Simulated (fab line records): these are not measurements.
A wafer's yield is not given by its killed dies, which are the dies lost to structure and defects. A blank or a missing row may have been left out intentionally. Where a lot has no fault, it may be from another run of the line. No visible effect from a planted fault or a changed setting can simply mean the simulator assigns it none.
Comparing a struck lot with a sound one | flow n5-finfet | 16 out of 1938 route steps
Sound: wafers L272.1, L272.2, L272.4. Struck: wafers L259.3, L259.5, L259.6. The cause is given at the end.
For every step that has rows: the tool of each side, followed by ch and its chambers, followed by its first start. Under that, the readings that differ: sound wafers | struck wafers | difference of the means | sigmas: that difference in standard deviations of wafers without a fault.
alike: words and numbers the same on both sides, and readings whose means are apart by under 2 such deviations; not compared: readings that were withheld, readings missing a value for some wafer, numbers with overlapping values and no deviation given by the record, and bounds like >300 which may hide the same value.
A row with sigmas, a row that says differs or no value, or rows on one side alone: a step with any of these is where the two part. Numbers that don't overlap but have no deviation are shown without sigmas and don't part them. Lack of a reading on every wafer of one side parts them only where that side has two or more wafers.

first, 8 steps without rows for these wafers: N5_BEOL_M5_COAT_66 (time 60 s, resist thk 12 nm); N5_BEOL_M5_COAT_74 (time 60 s, resist thk 5 nm); N5_BEOL_M5_COAT_22 (resist thk 30 nm); N5_BEOL_M5_EBR_24; N5_BEOL_M5_SOFTBAKE_23 (time 60 s); N5_BEOL_M5_EXPOSE_25 (exposes mask V4, defocus 10 nm); N5_BEOL_M5_PEB_26 (peb time 60 s); N5_BEOL_M5_DEVELOP_27 (develop time 30 s).
N5_BEOL_M5_CD_MEAS_28: target cd 30.6 nm, target cd y 20 nm.
  sound on cd-sem-02 ch 0, day 14 10:18; struck on cd-sem-01 ch 0, day 9 13:55
  alike: cd-nm
N5_BEOL_M5_OVL_MEAS_29:
  sound on overlay-01 ch 0, day 14 10:20; struck on overlay-02 ch 0, day 9 13:58
  reading     | sound       | struck         | difference | sigmas
  V4_OVL (nm) | 0.0 0.7 1.0 | -1.4 -0.5 -2.2 | -1.9       | -3
N5_BEOL_M5_INSPECT_30: inspects for defects (brightfield).
  sound on defect-inspect-02, day 14 10:23; struck on defect-inspect-02, day 9 14:01
  alike: raw-defect-count
N5_BEOL_M5_DESCUM_33: chemistry O2, time 7 s.
  sound on rie-diel-03 ch 0,2,3, day 14 10:31; struck on rie-diel-01 ch 2, day 9 14:54
  reading                | sound             | struck            | difference                    | sigmas
  rf-hours-counter-h (h) | 214 239 128       | - - -             | no value on the struck wafers |
  throttle-valve-pct (%) | 20.64 20.32 20.25 | 20.02 20.02 20.01 | -0.39                         | -2
  alike: drypump-motor-current-A, oes-product-au, rf-vpp-V, showerhead-plenum-p-Torr, temp-c
N5_BEOL_M5_ETCH_75: etches underlayer in N2/H2, target depth 6.5 nm, time 5.2 s.
  sound on rie-diel-03 ch 0,2,3, day 14 10:32; struck on rie-diel-01 ch 2, day 9 14:59
  no value came back on the struck wafers for any of 10 readings (bias-w (W), chamber-pressure-mTorr (mTorr) and others); on the sound wafers bias-w (W) reads 149.8 149.4 150.2
  reading                                      | sound          | struck   | difference | sigmas
  model.CAR-EUV_of_BEOL_M5_COAT_22.thk-nm (nm) | 20.4 20.4 20.6 | 26 26 26 | +6         |
N5_BEOL_M5_ETCH_67: etches SiARC in CF4, target depth 15.6 nm, time 26 s.
  sound on rie-diel-03 ch 0,2,3, day 14 10:34; struck on rie-diel-01 ch 2, day 9 15:03
  reading                                      | sound          | struck         | difference                    | sigmas
  rf-hours-counter-h (h)                       | 214 239 128    | - - -          | no value on the struck wafers |
  model.CAR-EUV_of_BEOL_M5_COAT_22.thk-nm (nm) | 11.2 11.2 11.2 | 16.8 16.8 16.8 | +5.6                          |
  alike: bias-w, cf4-flow-sccm, drypump-motor-current-A, etch-rf-on-time-s, oes-product-au, rf-vpp-V, showerhead-plenum-p-Torr, throttle-valve-pct
N5_BEOL_M5_ETCH_68: etches SOC in N2/H2, target depth 80 nm, overetch 16 nm, time 120 s.
  sound on rie-diel-03 ch 0,2,3, day 14 10:35; struck on rie-diel-01 ch 2, day 9 15:11
  reading                | sound       | struck | difference                    | sigmas
  rf-hours-counter-h (h) | 214 239 128 | - - -  | no value on the struck wafers |
  alike: bias-w, chamber-pressure-mTorr, drypump-motor-current-A, n2-flow-sccm, oes-product-au, rf-vpp-V, showerhead-plenum-p-Torr, temp-c, throttle-valve-pct
after that, 1 step had no rows for these wafers: N5_PASSIVATION_PROBE_49.

WHERE THEY PART
First at N5_BEOL_M5_OVL_MEAS_29; last, within this record, at N5_BEOL_M5_ETCH_68.

WHY: whatever the simulator had introduced
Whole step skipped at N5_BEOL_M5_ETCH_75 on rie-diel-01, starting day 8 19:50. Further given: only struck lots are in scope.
